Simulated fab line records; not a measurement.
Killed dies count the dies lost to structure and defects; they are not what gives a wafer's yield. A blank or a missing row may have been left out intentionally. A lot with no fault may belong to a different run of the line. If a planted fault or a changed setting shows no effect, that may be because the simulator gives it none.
A lot that was struck, set against a sound lot || flow n5_finfet || 13 steps out of a route of 1938
Sound: wafers L534.2, L534.3, L534.4. The struck wafers were L550.2, L550.3, L550.6. The cause comes at the end.
Each step with rows lists, per side, the tool, then ch with its chambers, then its first start. Under that, the readings that differ: sound wafers || struck wafers || difference of the means || sigmas: that difference in standard deviations of wafers without a fault.
alike: words and numbers the same on both sides, and readings whose means are apart by under 2 such deviations; not compared: readings that were withheld, readings missing a value for some wafer, numbers with overlapping values and no deviation given by the record, and bounds like >300 which may hide the same value.
Wherever a step has rows on one side only, a row that says differs or no value, or a row with sigmas, the two part there. Numbers that have no deviation but don't overlap get no sigmas and don't part them. A reading missing from all wafers of one side parts the sides only when that side holds two or more wafers.

first, 9 steps without rows for these wafers: N5_BEOL_M1_DEVELOP_27 (develop time 30 s); N5_BEOL_M1_DESCUM_33 (chemistry O2, time 7 s); N5_BEOL_M1_ETCH_77 (etches underlayer in N2/H2, target depth 6.5 nm, time 5.2 s); N5_BEOL_M1_ETCH_69 (etches SiARC in CF4, target depth 15.6 nm, time 26 s); N5_BEOL_M1_ALD_98 (deposits SiO2, target thk 2.5 nm, pulse time 1 s, co reactant pulse time 1 s); N5_BEOL_M1_ETCHBACK_99 (etches SiO2 in CHF3, target depth 5 nm, time 10.4 s); N5_BEOL_M1_ETCH_70 (etches SOC in N2/H2, target depth 80 nm, overetch 16 nm, time 120 s); N5_BEOL_M1_STRIP_71 (strips in N2/H2); N5_BEOL_M1_STRIP_78 (strips in N2/H2).
N5_BEOL_M1_VIA_ETCH_34: etches the open film in C4F6/O2, target depth 67.8 nm, time 64.4 s.
  sound on rie_diel-03 ch 0,1,3, day 7 05:22; struck on rie_diel-04 ch 2,3, day 11 09:53
  no value came back on the struck wafers for any of 8 readings (C4F6_flow_sccm (sccm), O2_flow_sccm (sccm) and others); on the sound wafers C4F6_flow_sccm (sccm) reads 10.05 9.99 9.97
{"reading": "model.SOC_of_BEOL_M1_COAT_67.thk_nm (nm)", "sound": "52.4 52.2 52.4", "struck": "59.8 59.8 60", "difference": "+7.5", "sigmas": ""}
{"reading": "model.SiARC_of_BEOL_M1_COAT_68.thk_nm (nm)", "sound": "0 0 0", "struck": "6.4 6.2 6.2", "difference": "+6.3", "sigmas": ""}
  not compared: rf_hours_counter_h
then, 1 step without rows for these wafers: N5_BEOL_M1_STRIP_83 (strips in C4F6/O2).
N5_BEOL_M4_RC_MEAS_101:
  the record has rows for the sound wafers here (prober-02 ch 0, day 9 03:25) and none for the struck ones
-- here the record skips 6 days between the struck wafers' starts before and after, leaving off in module BEOL_M4 and picking up in module PASSIVATION (first step shown: number 1936 of the route) --
N5_PASSIVATION_PROBE_49:
  rows exist in the record for the struck wafers here (prober-02, day 17 06:45), but not for the sound ones

## WHERE THEY PART
First at N5_BEOL_M1_VIA_ETCH_34; last, within this record, at N5_PASSIVATION_PROBE_49.

WHY: what had been put in by the simulator
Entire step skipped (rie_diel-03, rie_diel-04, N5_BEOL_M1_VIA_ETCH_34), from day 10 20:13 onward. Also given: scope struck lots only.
